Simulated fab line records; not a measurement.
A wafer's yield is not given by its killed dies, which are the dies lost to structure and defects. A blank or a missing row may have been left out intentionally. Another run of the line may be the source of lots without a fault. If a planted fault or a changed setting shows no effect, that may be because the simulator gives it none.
Matching of chambers	flow n5_finfet	N5_MOL_CONTACT_COAG_ALD_27 on ald_sin-04: 4 sister chambers
The step deposits SiOC, target thk 17 nm, pulse time 1.5 s, time 2720 s. 8 wafers are shown with their chamber, then 10 later ones without.

WAFERS, EACH WITH ITS CHAMBER
wafer	chamber	heater_power_w (W)	precursor_pulse_height_rel
L079.1	1	749	0.994
L079.5	0	863	1.024
L090.3	0	829	1.018
L091.1	2	1033	0.972
L091.3	3	774	0.986
L091.6	3	773	1.019
L093.3	1	769	1.000
L093.4	2	1028	0.997

WAFERS WITH NO CHAMBER GIVEN
wafer	heater_power_w (W)	precursor_pulse_height_rel
L093.5	794	0.994
L094.1	748	1.060
L094.2	1001	0.977
L094.3	798	0.991
L095.4	1029	0.986
L095.5	832	0.977
L095.6	779	1.002
L096.2	1039	1.033
L096.3	798	1.041
L096.6	832	0.997

CHAMBER TAKEN BY EACH
wafer	from the rows above	in truth
L093.5	can't be placed: 3 or 1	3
L094.1	can't be placed: 3 or 1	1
L094.2	2	2
L094.3	can't be placed: 3 or 1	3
L095.4	2	2
L095.5	can't be placed: 0 or 3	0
L095.6	can't be placed: 3 or 1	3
L096.2	2	2
L096.3	can't be placed: 3 or 0 or 1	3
L096.6	0	0
Placed correctly: 4 of 10. These rows do not allow placing 6 (true chamber among the candidates in 6). Number placed wrongly: 0.
How it was worked out, from the rows above alone: a wafer's distance from a chamber is the root of the sum, over the readings, of the square of ((its reading less the chamber's mean) divided by the reading's scatter). If the next closest chamber is less than 2 further off than the closest, the wafer can't be placed; otherwise it belongs to the closest. The mean given for a chamber averages the wafers shown for that chamber. The scatter: take each reading less its chamber's mean, square it, sum over the shown wafers, divide by the number of wafers less the number of chambers, and take the root.
